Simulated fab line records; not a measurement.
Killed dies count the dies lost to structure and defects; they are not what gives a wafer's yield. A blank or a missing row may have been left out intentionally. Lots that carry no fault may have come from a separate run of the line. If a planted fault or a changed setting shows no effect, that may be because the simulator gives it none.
fab line records	flow n5_finfet
record: lots: 10	wafers: 30	last_day: 19
route steps=1938 shown BEOL_M3@1003 BEOL_M4@1021 PASSIVATION@1936
lots with no fault: from the same line, run without faults
start_h: hours from the record's first day to the start of the lot's first wafer shown	wait_h: time in hours since the lot's previous step	" unchanged from the row above	L1.1+2: one row covering several wafers at once	- no value, or no start given	* or withheld: withheld	< > ~ a bound
route shown NAME@n: NAME is a module with steps in the file, n the number in the route of the first one	usual: the fault-free wafers' mean and standard deviation	same: alike in all rows	chamber/n: place in a boat	sites: the reading at each site	_std_site: their standard deviation	_edge_site: the outer-site mean with the inner-site mean subtracted	radius_mm: for every site, how far away it sits from the centre of the wafer	mask NAME#n: copy n	behind: the last tool/chamber to shape the wafer	hold: reason for holding the lot/hours on hold/outcome of the hold	device: the transistor (n, p or np) that didn't switch	end of line: tests run on the same wafers once the route is complete	where a step has no rows: the recipe by itself	killed: at the first sort, the dies lost to defects and structure; wafer yield is something else	map: the dies of a wafer, with x for killed, . for not killed, _ for no die there
set.NAME: the setting the step ran with; set.NAME@STEP: the setting that earlier step ran with	model.NAME: the simulator's own value behind a step, which no gauge read
one table for each step of the route and one row for each wafer, over a sample of lots
services: the hour from which a tool's chamber was out of use, counted from the record's first day as start_h (under 0 if before that day), plus the number of hours and why
== steps ==
step: N5_BEOL_M3_ANNEAL_89
recipe: temp_c: 400	time_s: 240	ambient: vacuum
usual: heater_power_w: 846/57
lot.wafer	tool	chamber	start_h	wait_h	heater_power_w
L195.1	pvd_sputter-02	-	166.59	0.0	838
L195.2	"	-	"	"	824
L195.6	"	-	"	"	784
L197.3	pvd_sputter-01	-	173.30	0.0	792
L197.4	"	-	"	"	829
L197.5	"	-	"	"	840
L199.3	pvd_sputter-01	-	175.26	0.0	858
L199.4	"	-	"	"	791
L199.6	"	-	"	"	771
L200.1	pvd_sputter-01	-	187.41	0.0	885
L200.3	"	-	"	"	825
L200.4	"	-	"	"	780
L203.1	pvd_sputter-01	-	221.23	0.0	776
L203.2	"	-	"	"	855
L203.4	"	-	"	"	895
L211.1	pvd_sputter-02	-	243.41	0.0	991
L211.2	"	-	"	"	862
L211.4	"	-	"	"	819
L208.2	pvd_sputter-02	-	251.09	0.0	820
L208.3	"	-	"	"	825
L208.4	"	-	"	"	785
L209.1	pvd_sputter-01	-	257.82	0.0	868
L209.3	"	-	"	"	779
L209.5	"	-	"	"	818
L215.2	pvd_sputter-01	-	311.36	0.0	869
L215.3	"	-	"	"	788
L215.4	"	-	"	"	898
L217.2	pvd_sputter-03	-	319.40	0.0	816
L217.3	"	-	"	"	848
L217.5	"	-	"	"	820
step: N5_BEOL_M3_PRE_CLEAN_60
recipe: gas: NH3/H2	time_s: 15	temp_c: *	rf_power_w: 300
usual: heater_power_w: 91/23
lot.wafer	tool	chamber	start_h	wait_h	heater_power_w
L195.1	cvd_co-02	0	168.32	0.0	99
L195.2	"	1	"	"	121
L195.6	"	2	"	"	78
L197.3	cvd_co-02	0	174.92	0.0	98
L197.4	"	2	"	"	77
L197.5	"	1	"	"	120
L199.3	cvd_co-01	0	176.88	0.0	87
L199.4	"	2	"	"	50
L199.6	"	1	"	"	104
L200.1	cvd_co-01	0	189.05	0.0	86
L200.3	"	1	"	"	103
L200.4	"	0	"	"	89
L203.1	cvd_co-02	0	222.91	0.0	101
L203.2	"	2	"	"	81
L203.4	"	2	"	"	78
L211.1	cvd_co-02	2	245.13	0.0	81
L211.2	"	0	"	"	101
L211.4	"	1	"	"	126
L208.2	cvd_co-01	2	252.71	0.0	51
L208.3	"	0	"	"	88
L208.4	"	2	"	"	51
L209.1	cvd_co-01	1	259.49	0.1	102
L209.3	"	0	"	"	88
L209.5	"	0	"	"	86
L215.2	cvd_co-01	1	312.99	0.0	101
L215.3	"	2	"	"	51
L215.4	"	1	"	"	101
L217.2	cvd_co-02	0	321.32	0.0	100
L217.3	"	2	"	"	82
L217.5	"	0	"	"	100
step: N5_BEOL_M3_INSPECT_59
recipe: inspect_instrument: darkfield	mode: post_dep
usual: raw_defect_count: 76/25
lot.wafer	tool	chamber	start_h	wait_h	raw_defect_count
L195.1	defect_inspect-01	-	168.57	0.0	99
L195.2	"	-	"	"	88
L195.6	"	-	"	"	63
L197.3	defect_inspect-01	-	175.17	0.0	55
L197.4	"	-	"	"	57
L197.5	"	-	"	"	83
L199.3	defect_inspect-02	-	177.13	0.0	81
L199.4	"	-	"	"	45
L199.6	"	-	"	"	71
L200.1	defect_inspect-01	-	189.30	0.0	90
L200.3	"	-	"	"	85
L200.4	"	-	"	"	83
L203.1	defect_inspect-02	-	223.19	0.0	68
L203.2	"	-	"	"	86
L203.4	"	-	"	"	53
L211.1	defect_inspect-01	-	245.38	0.0	84
L211.2	"	-	"	"	93
L211.4	"	-	"	"	112
L208.2	defect_inspect-02	-	252.99	0.0	94
L208.3	"	-	"	"	35
L208.4	"	-	"	"	61
L209.1	defect_inspect-01	-	259.74	0.0	42
L209.3	"	-	"	"	79
L209.5	"	-	"	"	56
L215.2	defect_inspect-01	-	313.24	0.0	72
L215.3	"	-	"	"	39
L215.4	"	-	"	"	61
L217.2	defect_inspect-02	-	321.57	0.0	54
L217.3	"	-	"	"	43
L217.5	"	-	"	"	89
step: N5_BEOL_M4_ILD_DEP_00
recipe: material: SiOC	target_thk_a: 790	temp_c: 350	precursor: DEMS/O2	pressure_torr: 5	rf_w: 500	time_s: 15.3
usual: heater_power_w: 478/72	showerhead_plenum_p_Torr: 5.687/0.014	throttle_valve_pct: 12.1/0.39
lot.wafer	tool	chamber	start_h	wait_h	heater_power_w	showerhead_plenum_p_Torr	throttle_valve_pct
L195.1	pecvd-03	2	168.61	0.0	562	5.699	11.5
L195.2	"	1	"	"	592	5.686	12.8
L195.6	"	1	"	"	606	5.696	12.8
L197.3	pecvd-02	0	175.21	0.0	410	5.687	12.0
L197.4	"	2	"	"	514	5.687	11.9
L197.5	"	0	"	"	408	5.683	12.1
L199.3	pecvd-02	1	177.17	0.0	399	5.672	11.5
L199.4	"	2	"	"	491	5.704	11.9
L199.6	"	0	"	"	365	5.693	12.2
L200.1	pecvd-04	2	189.34	0.0	484	5.709	12.2
L200.3	"	1	"	"	450	5.677	12.3
L200.4	"	0	"	"	539	5.651	11.9
L203.1	pecvd-03	1	223.22	0.0	580	5.700	12.8
L203.2	"	2	"	"	585	5.686	11.4
L203.4	"	1	"	"	580	5.690	12.8
L211.1	pecvd-02	0	245.41	0.0	356	5.692	12.5
L211.2	"	1	"	"	478	5.693	11.9
L211.4	"	0	"	"	362	5.690	12.5
L208.2	pecvd-03	0	253.03	0.0	457	5.695	12.0
L208.3	"	1	"	"	557	5.684	12.8
L208.4	"	2	"	"	576	5.700	11.7
L209.1	pecvd-03	1	259.78	0.0	607	5.700	12.5
L209.3	"	2	"	"	601	5.712	11.9
L209.5	"	0	"	"	384	5.682	11.8
L215.2	pecvd-04	2	313.27	0.0	493	5.671	12.5
L215.3	"	1	"	"	390	5.675	12.3
L215.4	"	2	"	"	498	5.708	12.4
L217.2	pecvd-02	1	321.60	0.0	443	5.677	11.7
L217.3	"	0	"	"	348	5.680	12.1
L217.5	"	0	"	"	352	5.703	12.6
step: N5_BEOL_M4_THK_MEAS_01
recipe: reads: SiOC_of_BEOL_M4_ILD_DEP_00
usual: M4_ILD_THK: 78.4/1.2
lot.wafer	tool	chamber	start_h	wait_h	M4_ILD_THK[nm]
L195.1	film_metro-02	-	168.67	0.0	76.3
L195.2	"	-	"	"	76.9
L195.6	"	-	"	"	78.3
L197.3	film_metro-02	-	175.28	0.1	78.4
L197.4	"	-	"	"	79.8
L197.5	"	-	"	"	80.0
L199.3	film_metro-01	-	177.24	0.1	77.4
L199.4	"	-	"	"	78.8
L199.6	"	-	"	"	79.4
L200.1	film_metro-01	-	189.40	0.0	78.7
L200.3	"	-	"	"	77.5
L200.4	"	-	"	"	79.8
L203.1	film_metro-01	-	223.29	0.0	78.2
L203.2	"	-	"	"	77.3
L203.4	"	-	"	"	80.1
L211.1	film_metro-02	-	245.48	0.0	79.8
L211.2	"	-	"	"	79.1
L211.4	"	-	"	"	80.5
L208.2	film_metro-01	-	253.09	0.1	86.5
L208.3	"	-	"	"	76.9
L208.4	"	-	"	"	77.6
L209.1	film_metro-01	-	259.84	0.0	77.9
L209.3	"	-	"	"	77.3
L209.5	"	-	"	"	88.9
L215.2	film_metro-02	-	313.35	0.1	78.6
L215.3	"	-	"	"	78.1
L215.4	"	-	"	"	79.2
L217.2	film_metro-01	-	321.67	0.1	76.8
L217.3	"	-	"	"	78.5
L217.5	"	-	"	"	79.5
step: N5_BEOL_M4_RC_MEAS_101
usual: DIBL_N: 36.8/1.9	DIBL_P: 36.5/2.1	IOFF_N: 0.17/0.038	IOFF_P: 0.22/0.039	ION_N: 675/12	ION_P: 463/7.4	SS_N: 71.6/0.71	SS_P: 73.4/0.72	VT_N: 249/3.3	VT_P: -250/3.3
lot.wafer	tool	chamber	start_h	wait_h	DIBL_N[mV/V]	DIBL_P[mV/V]	IOFF_N[nA/um]	IOFF_P[nA/um]	ION_N[uA/um]	ION_P[uA/um]	SS_N[mV/dec]	SS_P[mV/dec]	VT_N[mV]	VT_P[mV]
L195.1	prober-01	0	176.42	0.0	34.7	34.3	0.12	0.16	657	453	71.0	72.6	251	-256
L195.2	"	0	"	"	39.9	40.0	0.21	0.24	680	459	72.7	74.3	249	-252
L195.6	"	0	"	"	35.7	34.5	0.12	0.16	656	450	70.9	72.9	252	-256
L197.3	prober-02	0	195.06	0.3	37.8	37.4	0.19	0.25	672	461	71.9	73.3	248	-249
L197.4	"	0	"	"	36.4	36.3	0.17	0.23	678	465	71.3	73.2	248	-247
L197.5	"	0	"	"	37.7	38.7	0.19	0.27	684	472	71.3	73.7	242	-244
L199.3	prober-01	0	197.22	0.3	34.9	33.1	0.12	0.15	653	449	71.0	72.1	254	-257
L199.4	"	0	"	"	35.7	34.4	0.13	0.16	665	455	71.1	72.6	255	-255
L199.6	"	0	"	"	32.1	30.7	0.10	0.13	645	447	70.5	72.0	255	-255
L200.1	prober-02	0	203.56	0.0	40.9	40.5	0.23	0.29	690	470	72.9	75.1	247	-247
L200.3	"	0	"	"	39.9	40.0	0.24	0.31	705	486	72.0	74.4	241	-244
L200.4	"	0	"	"	36.8	35.5	0.16	0.21	678	468	70.9	73.7	249	-250
L203.1	prober-02	0	235.10	0.0	39.0	39.6	0.23	0.31	690	478	72.3	73.2	242	-245
L203.2	"	0	"	"	38.3	36.4	0.20	0.22	682	459	71.7	72.7	248	-250
L203.4	"	0	"	"	37.9	38.0	0.19	0.25	688	473	71.8	73.6	246	-247
L211.1	prober-02	0	267.33	0.0	35.6	35.2	0.14	0.21	671	466	71.0	73.7	252	-250
L211.2	"	0	"	"	34.5	34.4	0.13	0.20	668	464	70.7	72.6	255	-246
L211.4	"	0	"	"	35.5	35.4	0.14	0.22	678	467	71.7	73.4	253	-247
L208.2	prober-01	0	282.60	0.2	35.1	33.2	0.13	0.17	676	463	70.5	72.2	252	-254
L208.3	"	0	"	"	36.4	34.4	0.14	0.18	662	455	71.1	73.1	252	-251
L208.4	"	0	"	"	36.0	34.9	0.13	0.19	670	463	70.7	72.9	253	-251
L209.1	prober-01	0	287.35	0.0	39.0	37.3	0.23	0.27	668	461	73.2	73.8	247	-244
L209.3	"	0	"	"	34.7	34.8	0.14	0.23	682	480	70.9	73.4	251	-248
L209.5	"	0	"	"	41.0	40.3	0.31	0.33	682	470	72.9	75.1	242	-243
L215.2	prober-02	0	330.36	0.2	34.5	33.5	0.12	0.15	681	463	70.7	72.4	252	-252
L215.3	"	0	"	"	35.6	34.9	0.13	0.17	677	462	71.7	73.2	254	-253
L215.4	"	0	"	"	36.0	35.2	0.15	0.17	676	456	72.1	73.9	250	-254
L217.2	prober-02	0	337.79	0.2	38.5	38.1	0.20	0.25	698	472	72.2	73.8	244	-247
L217.3	"	0	"	"	41.7	40.6	0.28	0.31	685	470	72.6	74.5	242	-245
L217.5	"	0	"	"	36.9	34.9	0.16	0.20	680	465	71.7	73.5	250	-251
step: N5_PASSIVATION_PROBE_49
usual: defect_limited_yield: 91.3/1.4	killed_at_M0_to_M3: 33/11	killed_at_M4_up: 15/6.2	killed_at_contacts: 13/6.5	killed_at_front_end: 38/11	killed_at_other: 3.4/2.6	killed_dies: 102/17	killed_open: 67/12	killed_short: 34/7.9	sort_bin_4_leakage: 0.00/0.022	sort_bin_5_function: 5.1/0.88	sort_bin_6_memory: 3.3/0.65	sort_n_pass: 1078/17	sort_yield_pct: 91.3/1.4
same: gross_dies: 1180	killed_at_back_side: 0	sort_bin_8_speed[%]: 0
lot.wafer	tool	chamber	start_h	wait_h	defect_limited_yield[%]	killed_at_M0_to_M3	killed_at_M4_up	killed_at_contacts	killed_at_front_end	killed_at_other	killed_dies	killed_open	killed_short	sort_bin_4_leakage[%]	sort_bin_5_function[%]	sort_bin_6_memory[%]	sort_n_pass	sort_yield_pct[%]
L197.3	prober-02	-	315.83	0.1	92.4	21	14	18	32	5	90	57	31	0	4.4	2.9	1090	92.4
L197.4	prober-02	-	315.88	0.2	90.6	54	11	9	31	6	111	71	36	0	6.0	3.1	1069	90.6
L197.5	prober-02	-	315.93	0.2	92.2	37	15	7	28	5	92	62	28	0	4.6	3.0	1088	92.2
L208.2	prober-02	-	388.89	0.1	93.9	25	9	5	29	4	72	40	28	0	4.0	2.1	1108	93.9
L208.3	prober-02	-	388.94	0.1	92.0	30	18	18	25	3	94	64	29	0	4.7	3.0	1086	92.0
L208.4	prober-02	-	388.99	0.2	92.3	31	6	17	36	1	91	63	28	0	4.3	3.2	1089	92.3
L217.2	prober-01	-	455.34	0.1	90.2	29	24	9	51	3	116	87	27	0	5.2	4.1	1064	90.2
L217.3	prober-01	-	455.39	0.1	90.8	18	31	15	39	6	109	71	36	0	5.8	3.3	1071	90.8
L217.5	prober-01	-	455.49	0.2	91.3	34	20	13	35	1	103	71	31	0	4.8	3.7	1077	91.3
killed by level:class
L197.3 MOL_CONTACT_COAG:geometric_particle:open=14 FIN_SAQP:geometric_particle:open=7 BEOL_M2:geometric_particle:open=6 FIN_SAQP:geometric_particle:short=5 BEOL_M0_SAQP:geometric_particle:short=5 STI_FIN_REVEAL:geometric_particle:short=4 BEOL_M4:geometric_particle:open=4 BEOL_M5:geometric_particle:open=4
L197.4 BEOL_M0_SAQP:geometric_particle:open=15 BEOL_M0_SAQP:geometric_particle:short=13 BEOL_M3:geometric_particle:open=13 MOL_CONTACT_COAG:geometric_particle:open=7 GATE_CUT:geometric_particle:short=6 BEOL_M1:geometric_particle:open=6 FIN_SAQP:geometric_particle:open=5 GATE_CUT:geometric_particle:open=5
L197.5 GATE_CUT:geometric_particle:open=9 BEOL_M0_SAQP:geometric_particle:open=9 BEOL_M0_SAQP:geometric_particle:short=9 BEOL_M2:geometric_particle:open=7 BEOL_M3:geometric_particle:open=6 BEOL_M1:geometric_particle:open=5 BEOL_M4:geometric_particle:open=5 BEOL_M5:geometric_particle:open=5
L208.2 FIN_SAQP:geometric_particle:short=10 FIN_SAQP:geometric_particle:open=8 BEOL_M0:geometric_particle:short=7 DUMMY_GATE:geometric_particle:open=4 BEOL_M0:geometric_particle:open=4 MOL_CONTACT_COAG:geometric_particle:open=3 BEOL_M3:geometric_particle:open=3 BEOL_M0_SAQP:geometric_particle:open=3
L208.3 MOL_CONTACT_COAG:geometric_particle:open=16 BEOL_M2:geometric_particle:open=9 BEOL_M0_SAQP:geometric_particle:open=8 DUMMY_GATE:geometric_particle:open=7 BEOL_M4:geometric_particle:open=7 BEOL_M0_SAQP:geometric_particle:short=5 FIN_SAQP:geometric_particle:short=4 FIN_SAQP:geometric_particle:open=3
L208.4 MOL_CONTACT_COAG:geometric_particle:open=15 FIN_SAQP:geometric_particle:open=14 BEOL_M2:geometric_particle:open=10 FIN_SAQP:geometric_particle:short=8 BEOL_M1:geometric_particle:open=6 STARTING-WAFER:geometric_particle:short=5 BEOL_M0_SAQP:geometric_particle:short=4 BEOL_M3:geometric_particle:open=4
L217.2 BEOL_M4:geometric_particle:open=18 FIN_SAQP:geometric_particle:open=13 BEOL_M2:geometric_particle:open=10 BEOL_M3:geometric_particle:open=9 MOL_CONTACT_COAG:geometric_particle:open=8 FIN_SAQP:geometric_particle:short=4 DUMMY_GATE:geometric_particle:open=4 ILD0:geometric_particle:open=4
L217.3 BEOL_M4:geometric_particle:open=18 MOL_CONTACT_COAG:geometric_particle:open=11 FIN_SAQP:geometric_particle:short=9 BEOL_M2:geometric_particle:open=6 STARTING-WAFER:geometric_particle:open=6 FIN_SAQP:geometric_particle:open=5 STI_FIN_REVEAL:geometric_particle:open=4 DUMMY_GATE:geometric_particle:open=4
L217.5 BEOL_M4:geometric_particle:open=14 STI_FIN_REVEAL:geometric_particle:open=9 BEOL_M2:geometric_particle:open=9 BEOL_M3:geometric_particle:open=9 MOL_CONTACT_COAG:geometric_particle:open=8 FIN_SAQP:geometric_particle:open=5 MOL_CONTACT_COAG:geometric_particle:short=5 BEOL_M0_SAQP:geometric_particle:short=4
== services ==
tool	chamber	start_h	hours	kind
pecvd-04	-	173.70	14.6	pm
cvd_co-02	2	184.98	28.7	repair
pecvd-02	0	192.04	5.5	scheduled_down
pecvd-03	1	202.03	5.5	scheduled_down
pecvd-02	2	202.38	-	clean
pecvd-02	2	202.38	-	consumable_replace:showerhead
pecvd-02	2	202.38	29.0	scheduled_down
pecvd-02	2	202.38	29.0	vent_cycle
cvd_co-02	-	235.74	1.7	repair
pecvd-02	2	238.08	2.1	scheduled_down
pecvd-02	-	247.82	2.8	pm
pecvd-02	0	251.36	2.1	scheduled_down
pecvd-04	1	254.16	2.1	scheduled_down
cvd_co-01	-	267.94	1.4	repair
pecvd-03	2	282.52	4.5	repair
pecvd-03	-	284.37	1.2	repair
pecvd-03	0	303.21	2.1	scheduled_down
pecvd-04	0	319.79	5.5	scheduled_down
== key ==
first_sign: step: N5_BEOL_M4_THK_MEAS_01	reading: M4_ILD_THK	direction: up	sigmas: 7.9	usual: 78.4	struck: 87.7
effect none on later readings
met_at N5_BEOL_M4_ILD_DEP_00
struck_lots L208,L209
struck_wafers L208.2,L209.5
not_acting_at N5_BEOL_M3_ANNEAL_89,N5_BEOL_M3_PRE_CLEAN_60,N5_BEOL_M3_INSPECT_59
fault: kind: process_parameter_drift	tool: pecvd-03	chamber: 0	onset_h: 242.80	steps: N5_BEOL_M4_ILD_DEP_00	channel: time_s	offset: *	shape: step	end_h: 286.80	acts_in: *	stated: *
